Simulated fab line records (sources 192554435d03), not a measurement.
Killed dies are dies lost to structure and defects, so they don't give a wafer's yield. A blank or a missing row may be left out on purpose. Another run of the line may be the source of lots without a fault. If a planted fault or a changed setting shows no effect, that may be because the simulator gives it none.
Matching of chambers	flow n5Finfet	3 sister chambers for N5_BEOL_M7_CURE_74 on uvCure-03
The step cures SiCOH lowk, time 240 s. 6 wafers are shown with their chamber, then 10 later ones without.

WAFERS PAIRED WITH THEIR CHAMBERS
wafer	chamber	wafer_temp_C_max	lampPowerPct (%)
L077.3	1	388.0	52.39
L077.4	1	387.8	52.38
L085.5	2	387.4	52.31
L085.6	2	387.5	52.26
L091.3	0	386.1	52.29
L091.4	0	386.5	52.32

WAFERS MISSING THEIR CHAMBER
wafer	wafer_temp_C_max	lampPowerPct (%)
L091.6	386.8	52.27
L095.3	386.8	52.25
L095.5	387.6	52.26
L095.6	386.7	52.33
L097.1	386.1	52.28
L097.3	385.7	52.36
L097.6	386.0	52.23
L097.2	386.5	52.38
L097.4	386.2	52.26
L097.5	385.7	52.36

CHAMBER TAKEN BY EACH
wafer	from the rows above	in truth
L091.6	can't be placed: 0 or 2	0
L095.3	can't be placed: 0 or 2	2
L095.5	2	2
L095.6	0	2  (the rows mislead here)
L097.1	0	0
L097.3	0	0
L097.6	0	0
L097.2	0	0
L097.4	0	0
L097.5	0	0
Correct placement for 7 of the 10. From these rows, 2 cannot be placed; in 2 the true chamber is one of the candidates. Placed wrongly: 1.
How it was worked out, from the rows above alone: a wafer's distance from a chamber is the root of the sum, over the readings, of the square of ((its reading less the chamber's mean) divided by the reading's scatter). If the next closest chamber is less than 2 further off than the closest, the wafer can't be placed; otherwise it belongs to the closest. The mean given for a chamber averages the wafers shown for that chamber. The scatter: take each reading less its chamber's mean, square it, sum over the shown wafers, divide by the number of wafers less the number of chambers, and take the root.
